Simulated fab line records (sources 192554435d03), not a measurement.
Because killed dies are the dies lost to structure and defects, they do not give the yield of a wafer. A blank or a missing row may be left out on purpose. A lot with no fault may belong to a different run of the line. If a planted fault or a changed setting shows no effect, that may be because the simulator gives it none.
A lot that was struck, set against a sound lot	flow n5_finfet	15 steps out of a route of 1938
Sound: these wafers, L571.1, L571.3, L571.5. Struck: wafer L581.2. (L581.4 of the same lot was not struck and is left out.) The cause comes at the end.
Per side, at each step with rows, come the tool, then ch with its chambers, and then its first start. Under that, the readings that differ: sound wafers	struck wafers	difference of the means	sigmas: that difference in standard deviations of wafers without a fault.
alike: same words and numbers on both sides, and readings whose means sit less than 2 such deviations apart. not compared: any withheld reading, any reading some wafer has no value for, any bound like >300 that may hide the same value, and any number with overlapping values for which the record gives no deviation.
Wherever a step has rows on one side only, a row that says differs or no value, or a row with sigmas, the two part there. Numbers that don't overlap but have no deviation are shown without sigmas and don't part them. Lack of a reading on every wafer of one side parts them only where that side has two or more wafers.

first, 7 steps without rows for these wafers: N5_BEOL_M6_COAT_71 (time 60 s, resist thk 5 nm); N5_BEOL_M6_COAT_22 (resist thk 30 nm); N5_BEOL_M6_EBR_24; N5_BEOL_M6_SOFTBAKE_23 (time 60 s); N5_BEOL_M6_EXPOSE_25 (exposes mask V5, target cd 40 nm); N5_BEOL_M6_PEB_26 (peb time 60 s); N5_BEOL_M6_DEVELOP_27 (develop time 30 s).
N5_BEOL_M6_CD_MEAS_28: target cd 40 nm.
  sound on cd_sem-01 ch 0, day 13 10:26; struck on cd_sem-03 ch 0, day 14 22:41
  alike: cd_nm
N5_BEOL_M6_OVL_MEAS_29:
  sound on overlay-01 ch 0, day 13 10:28; struck on overlay-01 ch 0, day 14 22:43
  alike: V5_OVL
N5_BEOL_M6_INSPECT_30: inspects for defects (brightfield).
  sound on defect_inspect-01, day 13 10:31; struck on defect_inspect-02, day 14 22:46
  alike: raw_defect_count
N5_BEOL_M6_DESCUM_33: chemistry O2, time 7 s.
  sound on rie_diel-04 ch 0,1,3, day 13 10:34; struck on rie_diel-05 ch 1, day 14 22:48
reading	sound	struck	difference	sigmas
o2_flow_sccm (sccm)	225.8 225.4 225.4	223.8	-1.7	-3
  alike: drypump_motor_current_A, oes_product_au, rf_vpp_V, showerhead_plenum_p_Torr, temp_c, throttle_valve_pct
  not compared: rf_hours_counter_h
N5_BEOL_M6_ETCH_72: etches underlayer in N2/H2, target depth 6.5 nm, time 5.2 s.
  sound on rie_diel-04 ch 0,1,3, day 13 10:35; struck on rie_diel-05 ch 1, day 14 22:50
reading	sound	struck	difference	sigmas
etch_rf_on_time_s (s)	5.17 5.19 5.24	5.59	+0.39	+2
  alike: drypump_motor_current_A, oes_product_au, rf_vpp_V, showerhead_plenum_p_Torr, throttle_valve_pct
  not compared: rf_hours_counter_h
N5_BEOL_M6_ETCH_65: etches SiARC in CF4, target depth 15.6 nm, time 26 s.
  sound on rie_diel-04 ch 0,1,3, day 13 10:37; struck on rie_diel-05 ch 1, day 14 22:51
reading	sound	struck	difference	sigmas
etch_rf_on_time_s (s)	25.8 25.7 25.8	45.8	+20.0	+26
oes_product_au (a.u.)	0.81 0.70 0.59	0.52	-0.18	-3
  alike: cf4_flow_sccm, drypump_motor_current_A, rf_vpp_V, showerhead_plenum_p_Torr, throttle_valve_pct
  not compared: rf_hours_counter_h
N5_BEOL_M6_ETCH_66: etches SOC in N2/H2, target depth 80 nm, overetch 16 nm, time 120 s.
  sound on rie_diel-04 ch 0,1,3, day 13 10:38; struck on rie_diel-05 ch 1, day 14 22:53
  alike: drypump_motor_current_A, oes_product_au, rf_vpp_V, showerhead_plenum_p_Torr, temp_c, throttle_valve_pct
  not compared: rf_hours_counter_h
N5_PASSIVATION_PROBE_49:
  sound wafers here have rows in the record (prober-02, day 17 07:09); struck ones have none

WHERE THEY PART
Earliest at N5_BEOL_M6_DESCUM_33; latest, in this record, at N5_PASSIVATION_PROBE_49.

WHY: what had been put in by the simulator
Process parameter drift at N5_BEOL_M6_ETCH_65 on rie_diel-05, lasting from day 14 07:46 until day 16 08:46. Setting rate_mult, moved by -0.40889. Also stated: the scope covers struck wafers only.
